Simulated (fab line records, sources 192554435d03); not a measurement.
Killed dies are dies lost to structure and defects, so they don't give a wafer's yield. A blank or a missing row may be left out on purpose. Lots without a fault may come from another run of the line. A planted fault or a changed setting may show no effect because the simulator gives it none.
A struck lot beside a sound one | flow n5_finfet | 26 steps out of a route of 1938
Sound: wafers L654.1, L654.2, L654.3. Struck: wafers L667.1, L667.4, L667.5. The cause comes at the end.
At each step with rows: each side's tool, then ch and its chambers, then its first start. Under that, the readings that differ: sound wafers | struck wafers | difference of the means | sigmas: that difference in standard deviations of wafers without a fault.
alike: readings whose means differ by less than 2 such deviations, and words and numbers that are the same on both sides. not compared: withheld readings, readings that some wafer has no value for, bounds like >300 that may hide the same value, and numbers for which the record gives no deviation and whose values overlap.
The two part at a step that has a row with sigmas, a row that says differs or no value, or rows on one side only. Numbers that don't overlap but have no deviation are shown without sigmas and don't part them. A reading that every wafer of one side lacks parts them only if that side has two wafers or more.

N5_BEOL_M8_OVL_MEAS_12:
  sound on overlay-02 ch 0, day 10 18:10; struck on overlay-02 ch 0, day 14 11:20
  alike: M8_OVL
N5_BEOL_M8_INSPECT_13: inspects for defects (brightfield).
  sound on defect_inspect-01, day 10 18:11; struck on defect_inspect-01, day 14 11:21
  alike: raw_defect_count
N5_BEOL_M8_DESCUM_16: chemistry O2, time 7.9 s.
  sound on rie_diel-02 ch 1,2,3, day 10 18:16; struck on rie_diel-02 ch 0,1,3, day 14 11:23
  alike: drypump_motor_current_A, oes_product_au, rf_vpp_V, showerhead_plenum_p_Torr, throttle_valve_pct
  not compared: rf_hours_counter_h
N5_BEOL_M8_ETCH_61: etches SiARC in CF4, target depth 45.5 nm, time 75.8 s.
  sound on rie_diel-02 ch 1,2,3, day 10 18:17; struck on rie_diel-02 ch 0,1,3, day 14 11:25
  alike: drypump_motor_current_A, etch_rf_on_time_s, oes_product_au, rf_vpp_V, showerhead_plenum_p_Torr, throttle_valve_pct
  not compared: rf_hours_counter_h
then, 2 steps without rows for these wafers: N5_BEOL_M8_ETCH_62 (etches SOC in N2/H2, target depth 110 nm, overetch 22 nm, time 165 s); N5_BEOL_M8_STRIP_68 (strips in N2/H2).
N5_BEOL_M8_STRIP_67: strips in CF4.
  sound on rie_diel-02 ch 1,2,3, day 10 18:29; struck on rie_diel-02 ch 0,1,3, day 14 11:37
  alike: drypump_motor_current_A, oes_product_au, rf_vpp_V, showerhead_plenum_p_Torr, throttle_valve_pct
  not compared: rf_hours_counter_h
N5_BEOL_M8_HM_OPEN_17: chemistry Cl2/BCl3, target TiN, target depth 20 nm, overetch 6 nm.
  sound on rie_metal-02 ch 0,1, day 10 18:32; struck on rie_metal-03 ch 0, day 14 11:40
  reading                | sound             | struck            | difference | sigmas
  throttle_valve_pct (%) | 22.34 22.59 22.58 | 21.89 21.89 21.91 | -0.61      | -2
  alike: drypump_motor_current_A, oes_product_au
  not compared: rf_hours_counter_h
then, 1 step without rows for these wafers: N5_BEOL_M8_STRIP_19 (strips in O2).
N5_BEOL_M8_CD_MEAS_18: pitch 80 nm, target cd 40 nm.
  sound on cd_sem-02, day 10 18:44; struck on cd_sem-01, day 14 11:51
  reading    | sound          | struck         | difference | sigmas
  cd_nm (nm) | 40.8 40.6 40.6 | 39.1 39.3 38.8 | -1.6       | -2
then, 2 steps without rows for these wafers: N5_BEOL_M8_COAT_63 (time 60 s, resist thk 60 nm); N5_BEOL_M8_COAT_64 (time 60 s, resist thk 12 nm).
N5_BEOL_M8_COAT_71: time 60 s, resist thk 5 nm.
  sound on litho_track-01 ch 0, day 10 18:53; struck on litho_track-04 ch 0, day 14 19:45
  reading              | sound                | struck               | difference | sigmas
  spin_speed_rpm (rpm) | 1498.1 1499.4 1496.9 | 1461.9 1462.2 1463.5 | -35.6      | -36
then, 6 steps without rows for these wafers: N5_BEOL_M8_COAT_22 (resist thk 30 nm); N5_BEOL_M8_EBR_24; N5_BEOL_M8_SOFTBAKE_23 (time 60 s); N5_BEOL_M8_EXPOSE_25 (exposes mask V7, target cd 40 nm); N5_BEOL_M8_PEB_26 (peb time 60 s); N5_BEOL_M8_DEVELOP_27 (develop time 30 s).
N5_BEOL_M8_CD_MEAS_28: target cd 40 nm.
  sound on cd_sem-02 ch 0, day 10 19:09; struck on cd_sem-02 ch 0, day 14 20:11
  alike: cd_nm
N5_BEOL_M8_OVL_MEAS_29:
  sound on overlay-02 ch 0, day 10 19:11; struck on overlay-02 ch 0, day 14 20:13
  alike: V7_OVL
N5_BEOL_M8_INSPECT_30: inspects for defects (brightfield).
  sound on defect_inspect-01, day 10 19:14; struck on defect_inspect-02, day 14 20:16
  alike: raw_defect_count
then, 1 step without rows for these wafers: N5_BEOL_M8_DESCUM_33 (chemistry O2, time 7 s).
N5_BEOL_M8_ETCH_72: etches underlayer in N2/H2, target depth 6.5 nm, time 5.2 s.
  sound on rie_diel-05 ch 0,2, day 10 19:19; struck on rie_diel-06 ch 1,2,3, day 14 20:41
  reading                  | sound             | struck           | difference | sigmas
  model.etch.depth_nm (nm) | 5.013 5.024 5.026 | 5.087 5.08 5.093 | +0.066     |
  alike: drypump_motor_current_A, etch_rf_on_time_s, oes_product_au, rf_vpp_V, showerhead_plenum_p_Torr, throttle_valve_pct
  not compared: rf_hours_counter_h
N5_BEOL_M8_ETCH_65: etches SiARC in CF4, target depth 15.6 nm, time 26 s.
  sound on rie_diel-05 ch 0,2, day 10 19:21; struck on rie_diel-06 ch 1,2,3, day 14 20:42
  alike: drypump_motor_current_A, etch_rf_on_time_s, oes_product_au, rf_vpp_V, showerhead_plenum_p_Torr, throttle_valve_pct
  not compared: rf_hours_counter_h
-- the record jumps here: 3 days lie between the struck wafers' starts before and after (it left off in module BEOL_M8 and takes up again in module PASSIVATION, whose first step shown is number 1936 of the route) --
N5_PASSIVATION_PROBE_49:
  sound on prober-01, day 13 19:26; struck on prober-01, day 18 04:01
  alike: defect_limited_yield, killed_at_M0_to_M3, killed_at_M4_up, killed_at_contacts, killed_at_front_end, killed_at_other, killed_dies, killed_open, killed_short, sort_bin_5_function, sort_bin_6_memory, sort_bin_8_speed, sort_n_pass, sort_yield_pct

WHERE THEY PART
First at N5_BEOL_M8_HM_OPEN_17; last, within this record, at N5_BEOL_M8_COAT_71. Later steps at which nothing parts them and some readings are alike: N5_BEOL_M8_CD_MEAS_28, N5_BEOL_M8_OVL_MEAS_29, N5_BEOL_M8_INSPECT_30, N5_BEOL_M8_ETCH_72, N5_BEOL_M8_ETCH_65, N5_PASSIVATION_PROBE_49.

WHY: what the simulator had put in
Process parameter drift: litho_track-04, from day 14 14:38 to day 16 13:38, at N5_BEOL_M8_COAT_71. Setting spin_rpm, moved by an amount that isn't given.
